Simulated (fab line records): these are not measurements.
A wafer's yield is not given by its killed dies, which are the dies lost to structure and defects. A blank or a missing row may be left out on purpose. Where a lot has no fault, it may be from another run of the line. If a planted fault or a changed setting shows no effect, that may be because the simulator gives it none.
fab line records    flow n5-finfet
record: lots: 7  wafers: 18  last-day: 18
route steps=1938 shown PMOS_HMC_CHANNEL_EPI@62
lots with no fault: from the same line, run without faults
start-h: start of the lot's first displayed wafer, in hours after the record's first day    wait-h: hours from the lot's prior step to this one    " the same as in the row above    L1.1+2: a single row standing in for several wafers    - no value, or no start given    * or withheld: withheld    < > ~ a bound
route shown NAME@n: a module of which the file shows steps, and the number in the route of the first    usual: mean/standard deviation taken from wafers without a fault    same: alike in all rows    chamber/n: place in a boat    sites: per-site readings    _std_site: the standard deviation of these    _edge_site: the outer-site mean with the inner-site mean subtracted    radius-mm: how far each site lies from the wafer's centre    mask NAME#n: copy n    behind: the last tool/chamber to shape the wafer    hold: cause of the lot's hold/its duration in hours/its outcome    device: which transistor (n, p or np) failed to switch    end of line: the tests these same wafers got at the end of their route    a step without rows: its recipe alone    killed: dies that structure and defects cost at the first sort, which is not the same as the wafer's yield    map: per-die view of a wafer (x killed, . not killed, _ where there is no die)
set.NAME: the setting that was run; set.NAME@STEP: the one run at that earlier step    model.NAME: the simulator's own value behind a step, which no gauge read
lots at selected steps of the route; one table per step, one row per wafer
services: a tool's chamber out of use, with start hour (start-h, from the record's first day; less than 0 if before it), hours out, and reason
== steps ==
step: N5_PMOS_HMC_CHANNEL_EPI_EXPOSE_06
recipe: mask-id: PMOS_HMC_BLK  na: 1.35  source-shape: conventional  sigma-outer: 0.8  polarization: unpolarized  target-cd-nm: 240  dose-mj: 41
step: N5_PMOS_HMC_CHANNEL_EPI_PEB_07
recipe: peb-temp-c: 110  peb-time-s: 60  resist: CAR-ArF-block
step: N5_PMOS_HMC_CHANNEL_EPI_DEVELOP_08
recipe: develop-time-s: 30  developer: TMAH  resist: CAR-ArF-block  dev-temp-c: 23  rinse-liquid: diw  dry: air-spin
step: N5_PMOS_HMC_CHANNEL_EPI_CD_MEAS_09
recipe: target-cd-nm: 237.4  landing-energy-ev: 500  detector: se-inlens
usual: cd-nm: 237.7/1.3
lot.wafer  tool       chamber  start-h  wait-h  cd-nm
L689.1     cd-sem-03  0        22.89    -       236.3
L689.4     "          0        "        "       236.7
L689.5     "          0        "        "       237.9
L692.1     cd-sem-02  0        41.00    -       236.9
L692.4     "          0        "        "       239.7
L692.6     "          0        "        "       237.4
L700.4     cd-sem-02  0        89.76    -       238.7
L700.5     "          0        "        "       236.7
L702.5     cd-sem-01  0        101.53   -       241.2
L702.6     "          0        "        "       237.7
L704.1     cd-sem-01  0        113.21   -       239.5
L704.5     "          0        "        "       237.1
L705.1     cd-sem-01  0        119.12   -       237.2
L705.4     "          0        "        "       236.8
L705.6     "          0        "        "       236.6
L710.1     cd-sem-02  0        148.95   -       239.5
L710.2     "          0        "        "       238.5
L710.3     "          0        "        "       238.3
step: N5_PMOS_HMC_CHANNEL_EPI_OVL_MEAS_10
recipe: points-per-wafer: 44
usual: PMOS_HMC_BLK_OVL: -0.4/0.68
lot.wafer  tool        chamber  start-h  wait-h  PMOS_HMC_BLK_OVL[nm]
L689.1     overlay-02  0        22.92    0.0     0.4
L689.4     "           0        "        "       0.9
L689.5     "           0        "        "       0.8
L692.1     overlay-02  0        41.03    0.0     -1.4
L692.4     "           0        "        "       -1.6
L692.6     "           0        "        "       0.0
L700.4     overlay-01  0        89.79    0.0     -0.7
L700.5     "           0        "        "       0.3
L702.5     overlay-01  0        101.56   0.0     0.0
L702.6     "           0        "        "       -0.2
L704.1     overlay-02  0        113.24   0.0     -0.4
L704.5     "           0        "        "       -0.6
L705.1     overlay-02  0        119.15   0.0     -0.2
L705.4     "           0        "        "       -1.2
L705.6     "           0        "        "       -0.9
L710.1     overlay-01  0        148.98   0.0     0.2
L710.2     "           0        "        "       0.3
L710.3     "           0        "        "       0.3
step: N5_PMOS_HMC_CHANNEL_EPI_INSPECT_11
recipe: mode: adi  inspect-instrument: macro
usual: raw-defect-count: 1.9/1.4
lot.wafer  tool               chamber  start-h  wait-h  raw-defect-count
L689.1     defect-inspect-01  -        22.94    0.0     1
L689.4     "                  -        "        "       5
L689.5     "                  -        "        "       2
L692.1     defect-inspect-02  -        41.06    0.0     4
L692.4     "                  -        "        "       1
L692.6     "                  -        "        "       2
L700.4     defect-inspect-01  -        89.82    0.0     0
L700.5     "                  -        "        "       2
L702.5     defect-inspect-02  -        101.58   0.0     4
L702.6     "                  -        "        "       3
L704.1     defect-inspect-02  -        113.26   0.0     4
L704.5     "                  -        "        "       2
L705.1     defect-inspect-01  -        119.17   0.0     1
L705.4     "                  -        "        "       2
L705.6     "                  -        "        "       3
L710.1     defect-inspect-02  -        149.00   0.0     1
L710.2     "                  -        "        "       3
L710.3     "                  -        "        "       3
step: N5_PMOS_HMC_CHANNEL_EPI_DESCUM_14
recipe: chemistry: O2  time-s: 7.9  source-power-w: 50  bias-power-w: 20  pressure-mtorr: 20  rf-frequency-hz: 2.712e+07  temp-c: 40  resist: CAR-ArF-block  o2-flow-sccm: 225
usual: drypump-motor-current-A: 5.8/0.47  oes-product-au: 0.80/0.095  rf-vpp-V: 243.2/1.1  showerhead-plenum-p-Torr: 2.10/0.055  throttle-valve-pct: 20.36/0.19
lot.wafer  tool         chamber  start-h  wait-h  drypump-motor-current-A  oes-product-au  rf-hours-counter-h  rf-vpp-V  showerhead-plenum-p-Torr  throttle-valve-pct
L689.1     rie-diel-05  1        22.98    0.0     6.0                      0.70            202                 243.9     2.16                      20.26
L689.4     "            3        "        "       5.8                      0.76            162                 244.0     2.20                      20.76
L689.5     "            2        "        "       5.0                      0.93            -                   243.1     2.04                      20.31
L692.1     rie-diel-03  1        41.17    0.1     6.6                      0.81            113                 242.9     2.08                      20.24
L692.4     "            3        "        "       6.5                      0.68            249                 242.5     1.97                      20.53
L692.6     "            1        "        "       6.6                      0.82            -                   241.8     2.08                      20.25
L700.4     rie-diel-05  2        89.85    0.0     5.1                      0.89            44                  241.9     2.03                      20.35
L700.5     "            1        "        "       6.0                      0.68            -                   244.5     2.15                      20.30
L702.5     rie-diel-01  2        101.63   0.0     5.3                      0.69            -                   242.5     2.07                      20.52
L702.6     "            3        "        "       6.0                      0.88            -                   244.0     2.13                      20.26
L704.1     rie-diel-03  3        113.30   0.0     6.5                      0.95            10                  245.1     2.23                      20.28
L704.5     "            0        "        "       6.0                      0.85            -                   242.2     2.11                      20.33
L705.1     rie-diel-05  1        119.21   0.0     5.9                      0.67            229                 243.6     2.15                      20.29
L705.4     "            1        "        "       6.0                      0.68            -                   244.5     2.15                      20.29
L705.6     "            3        "        "       5.8                      0.74            -                   243.5     2.19                      20.80
L710.1     rie-diel-05  3        149.04   0.0     5.8                      0.73            193                 243.8     2.18                      20.82
L710.2     "            0        "        "       5.1                      0.71            178                 241.7     2.02                      20.42
L710.3     "            1        "        "       5.9                      0.67            238                 244.0     2.15                      20.28
step: N5_PMOS_HMC_CHANNEL_EPI_ETCH_32
recipe: chemistry: N2/H2  target: BARC  stop-on: SiO2  target-depth-a: 858  over-etch-frac: 0.3  time-s: 50.3  ion-energy-ev: 200  mask-material: CAR-ArF-block  pressure-mtorr: 30  source-w: 840  bias-w: 150  n2-flow-sccm: 200  h2-flow-sccm: 200
usual: drypump-motor-current-A: 5.8/0.47  oes-product-au: 0.68/0.08  rf-vpp-V: 524.2/2.1  showerhead-plenum-p-Torr: 2.55/0.069  throttle-valve-pct: 17.78/0.21
lot.wafer  tool         chamber  start-h  wait-h  drypump-motor-current-A  oes-product-au  rf-hours-counter-h  rf-vpp-V  showerhead-plenum-p-Torr  throttle-valve-pct
L689.1     rie-diel-05  1        23.01    0.0     6.0                      0.61            202                 526.1     2.61                      17.61
L689.4     "            3        "        "       5.8                      0.64            162                 527.6     2.65                      18.15
L689.5     "            2        "        "       5.0                      0.79            -                   521.4     2.47                      17.69
L692.1     rie-diel-03  1        41.21    0.0     6.6                      0.69            113                 523.1     2.54                      17.74
L692.4     "            3        "        "       6.5                      0.58            249                 519.3     2.39                      17.96
L692.6     "            1        "        "       6.6                      0.69            -                   523.8     2.54                      17.72
L700.4     rie-diel-05  2        89.88    0.0     5.1                      0.76            44                  522.4     2.47                      17.74
L700.5     "            1        "        "       6.0                      0.58            -                   526.3     2.60                      17.66
L702.5     rie-diel-01  2        101.67   0.0     5.3                      0.58            -                   522.9     2.46                      17.66
L702.6     "            3        "        "       6.0                      0.78            -                   526.1     2.59                      17.69
L704.1     rie-diel-03  3        113.33   0.0     6.5                      0.80            10                  529.3     2.71                      17.62
L704.5     "            0        "        "       6.0                      0.73            -                   524.3     2.59                      18.04
L705.1     rie-diel-05  1        119.24   0.0     6.0                      0.58            229                 526.6     2.60                      17.67
L705.4     "            1        "        "       6.0                      0.58            -                   527.2     2.60                      17.66
L705.6     "            3        "        "       5.8                      0.62            -                   527.5     2.64                      18.18
L710.1     rie-diel-05  3        149.07   0.0     5.8                      0.62            193                 525.9     2.64                      18.17
L710.2     "            0        "        "       5.1                      0.63            178                 520.0     2.45                      17.93
L710.3     "            1        "        "       5.9                      0.58            238                 526.8     2.60                      17.68
step: N5_PMOS_HMC_CHANNEL_EPI_HM_OPEN_15
recipe: chemistry: CHF3/O2  target: SiO2  mask-material: CAR-ArF-block  target-depth-a: 406  CHF3_flow_sccm: 50  O2_flow_sccm: 5  Ar_flow_sccm: 200  time-s: 20.3  pressure-mtorr: 30  source-w: 650  bias-w: 170  ion-energy-ev: 200
usual: drypump-motor-current-A: 5.8/0.47  oes_f_703_au: 0.79/0.097  oes-product-au: 0.80/0.098  rf-vpp-V: 526/19  showerhead-plenum-p-Torr: 2.42/0.067  throttle-valve-pct: 18.85/0.18
lot.wafer  tool         chamber  start-h  wait-h  drypump-motor-current-A  oes_f_703_au  oes-product-au  rf-hours-counter-h  rf-vpp-V  showerhead-plenum-p-Torr  throttle-valve-pct
L689.1     rie-diel-05  1        23.06    0.0     5.9                      0.68          0.69            202                 526       2.48                      18.71
L689.4     "            3        "        "       5.8                      0.70          0.74            162                 555       2.52                      19.23
L689.5     "            2        "        "       5.1                      0.89          0.92            -                   534       2.34                      18.67
L692.1     rie-diel-03  1        41.25    0.0     6.6                      0.78          0.81            113                 538       2.40                      18.78
L692.4     "            3        "        "       6.5                      0.68          0.67            249                 506       2.30                      19.11
L692.6     "            1        "        "       6.6                      0.79          0.81            -                   539       2.40                      18.78
L700.4     rie-diel-05  2        89.93    0.0     5.0                      0.85          0.88            44                  534       2.33                      18.71
L700.5     "            1        "        "       5.9                      0.67          0.66            -                   526       2.47                      18.76
L702.5     rie-diel-01  2        101.72   0.0     5.3                      0.68          0.69            -                   535       2.37                      18.93
L702.6     "            3        "        "       6.1                      0.93          0.89            -                   496       2.49                      18.89
L704.1     rie-diel-03  3        113.38   0.0     6.5                      0.94          0.94            10                  516       2.59                      18.79
L704.5     "            0        "        "       6.1                      0.85          0.87            -                   547       2.43                      18.79
L705.1     rie-diel-05  1        119.29   0.0     6.0                      0.66          0.66            229                 526       2.47                      18.76
L705.4     "            1        "        "       6.0                      0.66          0.66            -                   526       2.47                      18.77
L705.6     "            3        "        "       5.8                      0.69          0.72            -                   553       2.51                      19.28
L710.1     rie-diel-05  3        149.11   0.0     5.8                      0.68          0.71            193                 553       2.51                      19.27
L710.2     "            0        "        "       5.2                      0.75          0.71            178                 485       2.30                      18.74
L710.3     "            1        "        "       5.9                      0.66          0.66            238                 525       2.47                      18.77
step: N5_PMOS_HMC_CHANNEL_EPI_STRIP_33
recipe: chemistry: N2/H2  power-w: 500  temp-c: 40  pressure-mtorr: 50  rf-frequency-hz: 6e+07  overash-fraction: 0.3  bias-power-w: 8  h2-frac: 0.5  n2-flow-sccm: 300  h2-flow-sccm: 300
usual: drypump-motor-current-A: 5.8/0.47  oes-product-au: 0.80/0.095  rf-vpp-V: 54.1/1.7  showerhead-plenum-p-Torr: 3.36/0.088  throttle-valve-pct: 18.8/0.43
lot.wafer  tool         chamber  start-h  wait-h  drypump-motor-current-A  oes-product-au  rf-hours-counter-h  rf-vpp-V  showerhead-plenum-p-Torr  throttle-valve-pct
L689.1     rie-diel-05  1        23.11    0.0     6.0                      0.71            202                 56.2      3.45                      18.4
L689.4     "            3        "        "       5.8                      0.75            162                 50.9      3.50                      19.1
L689.5     "            2        "        "       5.0                      0.93            -                   53.9      3.27                      18.8
L692.1     rie-diel-03  1        41.31    0.0     6.6                      0.80            113                 54.4      3.36                      18.5
L692.4     "            3        "        "       6.6                      0.68            249                 51.1      3.17                      19.0
L692.6     "            1        "        "       6.6                      0.81            -                   55.3      3.36                      18.6
L700.4     rie-diel-05  2        89.98    0.0     5.0                      0.89            44                  56.7      3.26                      18.8
L700.5     "            1        "        "       6.0                      0.69            -                   53.0      3.44                      18.4
L702.5     rie-diel-01  2        101.76   0.0     5.3                      0.69            -                   53.1      3.26                      18.6
L702.6     "            3        "        "       6.0                      0.90            -                   54.6      3.42                      18.8
L704.1     rie-diel-03  3        113.43   0.0     6.5                      0.95            10                  54.2      3.57                      18.7
L704.5     "            0        "        "       6.0                      0.86            -                   54.0      3.42                      19.7
L705.1     rie-diel-05  1        119.34   0.0     6.0                      0.68            229                 55.0      3.43                      18.4
L705.4     "            1        "        "       6.0                      0.68            -                   52.9      3.43                      18.4
L705.6     "            3        "        "       5.8                      0.74            -                   51.1      3.48                      19.2
L710.1     rie-diel-05  3        149.17   0.0     5.8                      0.73            193                 55.0      3.48                      19.2
L710.2     "            0        "        "       5.2                      0.72            178                 52.5      3.23                      19.2
L710.3     "            1        "        "       5.9                      0.68            238                 52.5      3.43                      18.5
step: N5_PMOS_HMC_CHANNEL_EPI_STRIP_17
recipe: chemistry: SPM  time-s: 750  temp-c: 130  h2so4-h2o2-vol-ratio: 4  dry: ipa-marangoni
step: N5_PMOS_HMC_CHANNEL_EPI_ETCH_38
recipe: chemistry: CF4  target: SiO2  target-depth-a: 15  ion-energy-ev: 350  pressure-mtorr: 10  icp-w: 800  bias-w: 400  cf4-flow-sccm: 80
usual: drypump-motor-current-A: 5.9/0.35  oes-product-au: 1.003/0.018  throttle-valve-pct: 21.65/0.25
lot.wafer  tool       chamber  start-h  wait-h  drypump-motor-current-A  oes-product-au  rf-hours-counter-h  throttle-valve-pct
L689.1     rie-si-05  1        23.42    0.0     6.1                      1.006           116                 21.53
L689.4     "          2        "        "       6.4                      1.005           90                  21.73
L689.5     "          1        "        "       6.2                      0.994           -                   21.53
L692.1     rie-si-04  1        41.63    0.0     5.9                      0.984           98                  21.47
L692.4     "          2        "        "       5.9                      0.996           140                 21.23
L692.6     "          1        "        "       5.9                      0.986           -                   21.46
L700.4     rie-si-04  3        90.29    0.0     5.7                      1.011           28                  21.64
L700.5     "          2        "        "       5.9                      1.004           -                   21.20
L702.5     rie-si-04  0        102.06   0.0     5.6                      1.013           -                   22.04
L702.6     "          2        "        "       5.9                      1.000           -                   21.20
L704.1     rie-si-04  3        113.73   0.0     5.7                      1.013           28                  21.63
L704.5     "          3        "        "       5.7                      1.007           -                   21.64
L705.1     rie-si-05  0        119.64   0.0     5.2                      0.993           3                   21.52
L705.4     "          2        "        "       6.4                      1.017           91                  21.73
L705.6     "          0        "        "       5.2                      0.996           -                   21.52
L710.1     rie-si-05  0        149.47   0.0     5.2                      1.027           4                   21.54
L710.2     "          1        "        "       6.1                      1.005           119                 21.51
L710.3     "          2        "        "       6.4                      1.027           92                  21.72
step: N5_PMOS_HMC_CHANNEL_EPI_FIN_RECESS_16
recipe: chemistry: HBr/Cl2  target: Si  mask-material: SiO2  target-depth-a: 540  time-s: 18  pressure-mtorr: 10  icp-w: 800  bias-w: 75  HBr_flow_sccm: 150  Cl2_flow_sccm: 80
usual: drypump-motor-current-A: 5.9/0.35  oes-product-au: 0.999/0.016  throttle-valve-pct: 35.4/0.35
lot.wafer  tool       chamber  start-h  wait-h  drypump-motor-current-A  oes-product-au  rf-hours-counter-h  throttle-valve-pct  model.etch.depth-nm  model.PMOS_HMC_CHANNEL_EPI.feature-depth-nm  model.SiO2_of_PMOS_HMC_CHANNEL_EPI_HM_DEP_34.thk-nm
L689.1     rie-si-05  1        23.44    0.0     6.1                      1.007           116                 35.4                53.69                53.69                                        30.39
L689.4     "          2        "        "       6.4                      1.004           90                  35.4                55.41                55.41                                        31.54
L689.5     "          1        "        "       6.2                      1.014           -                   35.4                54.07                54.07                                        30.81
L692.1     rie-si-04  1        41.65    0.0     5.9                      0.992           98                  35.1                51.65                51.65                                        30.63
L692.4     "          2        "        "       5.9                      0.993           140                 35.1                54.92                54.92                                        30.96
L692.6     "          1        "        "       5.9                      0.995           -                   35.1                52.11                52.11                                        30.79
L700.4     rie-si-04  3        90.31    0.0     5.6                      1.007           28                  35.1                53.45                53.45                                        30.82
L700.5     "          2        "        "       5.9                      1.000           -                   35.1                38.79                38.79                                        32.04
L702.5     rie-si-04  0        102.10   0.0     5.5                      0.997           -                   35.8                38.23                38.23                                        30.36
L702.6     "          2        "        "       5.9                      0.991           -                   35.1                38.58                38.58                                        30.62
L704.1     rie-si-04  3        113.75   0.0     5.7                      1.008           28                  35.1                53.97                53.97                                        28.37
L704.5     "          3        "        "       5.7                      1.004           -                   35.1                38.11                38.11                                        30.46
L705.1     rie-si-05  0        119.66   0.0     5.3                      0.999           3                   35.5                54.79                54.79                                        28.95
L705.4     "          2        "        "       6.4                      0.997           91                  35.4                55.6                 55.6                                         29.25
L705.6     "          0        "        "       5.2                      0.994           -                   35.5                55.19                55.19                                        29.15
L710.1     rie-si-05  0        149.49   0.0     5.3                      1.009           4                   35.5                55.61                55.61                                        29.71
L710.2     "          1        "        "       6.2                      1.011           119                 35.4                53.88                53.88                                        30.01
L710.3     "          2        "        "       6.4                      1.012           92                  35.4                56.68                56.68                                        29.26
step: N5_PMOS_HMC_CHANNEL_EPI_PRECLEAN_36
recipe: chemistry: O3/DIW  time-s: 45  temp-c: 22  o3-ppm: 10
step: N5_PMOS_HMC_CHANNEL_EPI_PRECLEAN_18
recipe: chemistry: DHF  time-s: 30  temp-c: 25  dilution: withheld
lot.wafer  tool          chamber  start-h  wait-h  model.SiO2_of_PMOS_HMC_CHANNEL_EPI_HM_DEP_34.thk-nm
L689.1     wet-bench-04  3        23.55    0.0     24.73
L689.4     "             1        "        "       25.89
L689.5     "             2        "        "       25.19
L692.1     wet-bench-05  0        41.76    0.0     25.13
L692.4     "             1        "        "       25.47
L692.6     "             2        "        "       25.29
L700.4     wet-bench-04  5        90.42    0.0     25.21
L700.5     "             7        "        "       26.48
L702.5     wet-bench-03  1        102.18   0.0     24.72
L702.6     "             5        "        "       25.01
L704.1     wet-bench-05  4        113.87   0.0     22.74
L704.5     "             7        "        "       24.83
L705.1     wet-bench-03  4        119.78   0.0     23.42
L705.4     "             0        "        "       23.69
L705.6     "             5        "        "       23.62
L710.1     wet-bench-04  0        149.61   0.0     24.04
L710.2     "             1        "        "       24.32
L710.3     "             6        "        "       23.58
step: N5_PMOS_HMC_CHANNEL_EPI_SRD_19
recipe: dry: ipa-marangoni  do-ppb: 5  time-s: 30  temp-c: 23  rinse-liquid: diw
step: N5_PMOS_HMC_CHANNEL_EPI_EPI_20
recipe: material: SiGe30  mask-material: SiO2  pressure-torr: 20  target-thk-a: 590  temp-c: 600
step: N5_PMOS_HMC_CHANNEL_EPI_HM_STRIP_35
recipe: chemistry: dHF  temp-c: 25  material: SiO2  target: SiO2  target-depth-a: 396  time-s: 216
step: N5_PMOS_HMC_CHANNEL_EPI_SRD_39
recipe: dry: ipa-marangoni  time-s: 30  temp-c: 23  rinse-liquid: diw
step: N5_PMOS_HMC_CHANNEL_EPI_CMP_21
recipe: material: SiGe30  post-cmp-clean: alkaline-brush  target-thk-nm: 54
step: N5_PMOS_HMC_CHANNEL_EPI_THK_MEAS_22
recipe: reads: SiGe30_of_PMOS_HMC_CHANNEL_EPI_EPI_20
usual: HMC_CMP_THK: 54.2/1.1
lot.wafer  tool           chamber  start-h  wait-h  HMC_CMP_THK[nm]
L689.1     film-metro-01  -        25.64    -       53.8
L689.4     "              -        "        "       55.2
L689.5     "              -        "        "       54.2
L692.1     film-metro-02  -        43.66    -       51.8
L692.4     "              -        "        "       54.9
L692.6     "              -        "        "       52.2
L700.4     film-metro-01  -        92.11    -       53.5
L700.5     "              -        "        "       38.9
L702.5     film-metro-01  -        103.97   -       38.0
L702.6     "              -        "        "       38.4
L704.1     film-metro-01  -        115.55   -       54.0
L704.5     "              -        "        "       37.8
L705.1     film-metro-02  -        121.47   -       54.5
L705.4     "              -        "        "       55.4
L705.6     "              -        "        "       54.9
L710.1     film-metro-02  -        151.29   -       55.5
L710.2     "              -        "        "       53.9
L710.3     "              -        "        "       56.6
step: N5_PMOS_HMC_CHANNEL_EPI_PRECLEAN_40
recipe: chemistry: DHF  time-s: 30  temp-c: 25  dilution: withheld
== services ==
tool          chamber  start-h  hours  kind
rie-diel-01   1        20.02    4.9    repair
rie-diel-01   3        25.07    -      clean
rie-diel-01   3        25.07    -      consumable-replace:focus-ring
rie-diel-01   3        25.07    14.9   scheduled-down
rie-diel-01   3        25.07    14.9   vent-cycle
rie-diel-03   3        45.74    -      clean
rie-diel-03   3        45.74    -      consumable-replace:focus-ring
rie-diel-03   3        45.74    -      consumable-replace:showerhead
rie-diel-03   3        45.74    30.3   scheduled-down
rie-diel-03   3        45.74    30.3   vent-cycle
rie-diel-01   1        50.43    1.8    repair
rie-diel-01   0        50.97    8.6    repair
rie-diel-05   2        52.48    3.9    repair
rie-diel-01   2        76.26    18.7   repair
rie-diel-05   3        77.89    10.9   repair
rie-diel-03   0        77.97    4.1    repair
rie-diel-01   3        87.47    5.0    repair
wet-bench-03  -        88.96    2.3    repair
rie-si-04     1        91.15    37.1   repair
rie-diel-01   -        116.47   2.8    pm
rie-diel-05   0        118.41   3.1    repair
rie-diel-03   -        134.45   2.8    pm
rie-diel-05   -        139.00   2.8    pm
wet-bench-05  -        140.61   2.7    repair
== key ==
first-sign: step: N5_PMOS_HMC_CHANNEL_EPI_THK_MEAS_22  reading: HMC_CMP_THK  direction: down  sigmas: 14  usual: 54.2  struck: 38.3
effect none on later readings
model-effect: step: N5_PMOS_HMC_CHANNEL_EPI_FIN_RECESS_16  value: etch.depth-nm  without: 54.53  struck: 38.43
model-effect: step: N5_PMOS_HMC_CHANNEL_EPI_PRECLEAN_18  value: SiO2_of_PMOS_HMC_CHANNEL_EPI_HM_DEP_34.thk-nm  without: 24  struck: 25.26
met-at N5_PMOS_HMC_CHANNEL_EPI_FIN_RECESS_16
struck-wafers L700.5,L702.5,L702.6,L704.5
tester-left-out L700,L702,L704
onset-between 41.65 90.31
fault: kind: process-parameter-drift  tool: rie-si-04  chamber: -  onset-h: 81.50  steps: N5_PMOS_HMC_CHANNEL_EPI_FIN_RECESS_16  channel: time-s  offset: *  shape: step  end-h: 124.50  scope: struck-wafers-only  acts-in: *  stated: *
tester-left-out: of these lots the tester's yield and bins aren't shown, on N5 and GAA mostly nor the transistor test; their killed dies are dies lost to structure and defects alone, not to doping, threshold or leakage, so they don't give the yield
